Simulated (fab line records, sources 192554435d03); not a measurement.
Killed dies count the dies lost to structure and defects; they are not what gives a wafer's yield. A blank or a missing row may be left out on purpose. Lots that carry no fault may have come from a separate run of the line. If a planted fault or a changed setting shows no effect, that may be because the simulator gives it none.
Chamber matching || flow n5 finfet || N5_STI_FIN_REVEAL_CMP_04 on cmp-03 has 4 sister chambers
The step polishes, stops on Si3N4, t overpolish 4 s, target thk 131.83 nm. 4 wafers are shown with their chamber, then 12 later ones without.

WAFERS, EACH WITH ITS CHAMBER
{"wafer": "L087.6", "chamber": 0, "motor current A (A)": 9.2}
{"wafer": "L091.3", "chamber": 1, "motor current A (A)": 8.5}
{"wafer": "L091.4", "chamber": 2, "motor current A (A)": 9.0}
{"wafer": "L091.5", "chamber": 3, "motor current A (A)": 7.6}

WAFERS WHOSE CHAMBER IS MISSING
{"wafer": "L092.1", "motor current A (A)": 9.2}
{"wafer": "L092.4", "motor current A (A)": 7.7}
{"wafer": "L092.6", "motor current A (A)": 8.1}
{"wafer": "L092.2", "motor current A (A)": 8.6}
{"wafer": "L092.3", "motor current A (A)": 9.3}
{"wafer": "L092.5", "motor current A (A)": 8.6}
{"wafer": "L093.2", "motor current A (A)": 8.8}
{"wafer": "L093.3", "motor current A (A)": 8.5}
{"wafer": "L093.6", "motor current A (A)": 8.9}
{"wafer": "L095.1", "motor current A (A)": 8.0}
{"wafer": "L095.2", "motor current A (A)": 8.7}
{"wafer": "L095.6", "motor current A (A)": 9.1}

WHICH CHAMBER EACH WENT THROUGH
{"wafer": "L092.1", "from the rows above": "can't be placed: 0 or 2", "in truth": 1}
{"wafer": "L092.4", "from the rows above": 3, "in truth": 3}
{"wafer": "L092.6", "from the rows above": "can't be placed: 1 or 3", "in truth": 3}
{"wafer": "L092.2", "from the rows above": "can't be placed: 1 or 2", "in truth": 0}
{"wafer": "L092.3", "from the rows above": "can't be placed: 0 or 2", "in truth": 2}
{"wafer": "L092.5", "from the rows above": "can't be placed: 1 or 2", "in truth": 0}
{"wafer": "L093.2", "from the rows above": "can't be placed: 2 or 1 or 0", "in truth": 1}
{"wafer": "L093.3", "from the rows above": 1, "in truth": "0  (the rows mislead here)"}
{"wafer": "L093.6", "from the rows above": "can't be placed: 2 or 0 or 1", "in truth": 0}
{"wafer": "L095.1", "from the rows above": "can't be placed: 3 or 1", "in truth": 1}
{"wafer": "L095.2", "from the rows above": "can't be placed: 1 or 2 or 0", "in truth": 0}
{"wafer": "L095.6", "from the rows above": "can't be placed: 0 or 2", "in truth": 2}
1 of 12 placed correctly. Cannot be placed on the basis of these rows: 10; the candidates contain the true chamber in 7. 1 placed wrongly.
How it was worked out, from the rows above alone: a wafer's distance from a chamber is the root of the sum, over the readings, of the square of ((its reading less the chamber's mean) divided by the reading's scatter). The wafer belongs to the nearest chamber; if the next one is less than 2 further off, it can't be placed. Each chamber's mean is taken over the wafers shown for it. The scatter: with one shown wafer a chamber, the root of the mean of the squares of how far each hidden wafer lies from its nearest shown one.
